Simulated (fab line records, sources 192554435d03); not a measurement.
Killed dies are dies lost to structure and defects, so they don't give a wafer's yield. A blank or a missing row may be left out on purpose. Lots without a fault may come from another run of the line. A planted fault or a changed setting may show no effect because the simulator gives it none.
Chamber matching | flow n5_finfet | N5_FIN_SAQP_MANDREL_ETCH_58 on rie_si-01: 4 sister chambers
The step etches a-Si in HBr/Cl2, stops on SiNx, target depth 45 nm, bt time 10 s, time 27 s. 4 wafers are shown with their chamber, then 8 later ones without.

WAFERS WITH THEIR CHAMBER
wafer  | chamber | throttle_valve_pct (%)
L082.1 | 0       | 35.42
L084.5 | 3       | 35.38
L084.6 | 2       | 35.36
L085.1 | 1       | 35.89

WAFERS WITHOUT THEIR CHAMBER
wafer  | throttle_valve_pct (%)
L085.4 | 35.38
L085.5 | 35.91
L087.1 | 35.92
L087.3 | 35.41
L087.5 | 35.33
L095.1 | 35.92
L095.4 | 35.37
L095.5 | 35.35

WHICH CHAMBER EACH WENT THROUGH
wafer  | from the rows above          | in truth
L085.4 | can't be placed: 3 or 2 or 0 | 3
L085.5 | 1                            | 1
L087.1 | 1                            | 1
L087.3 | can't be placed: 0 or 3 or 2 | 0
L087.5 | can't be placed: 2 or 3      | 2
L095.1 | 1                            | 1
L095.4 | can't be placed: 2 or 3 or 0 | 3
L095.5 | can't be placed: 2 or 3      | 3
Placed correctly: 3 of 8. Can't be placed from these rows: 5 (the true chamber is among the candidates in 5). Placed wrongly: 0.
How it was worked out, from the rows above alone: a wafer's distance from a chamber is the root of the sum, over the readings, of the square of ((its reading less the chamber's mean) divided by the reading's scatter). The wafer belongs to the nearest chamber; if the next one is less than 2 further off, it can't be placed. A chamber's mean is the mean of its shown wafers. The scatter: with one shown wafer a chamber, the root of the mean of the squares of how far each hidden wafer lies from its nearest shown one.
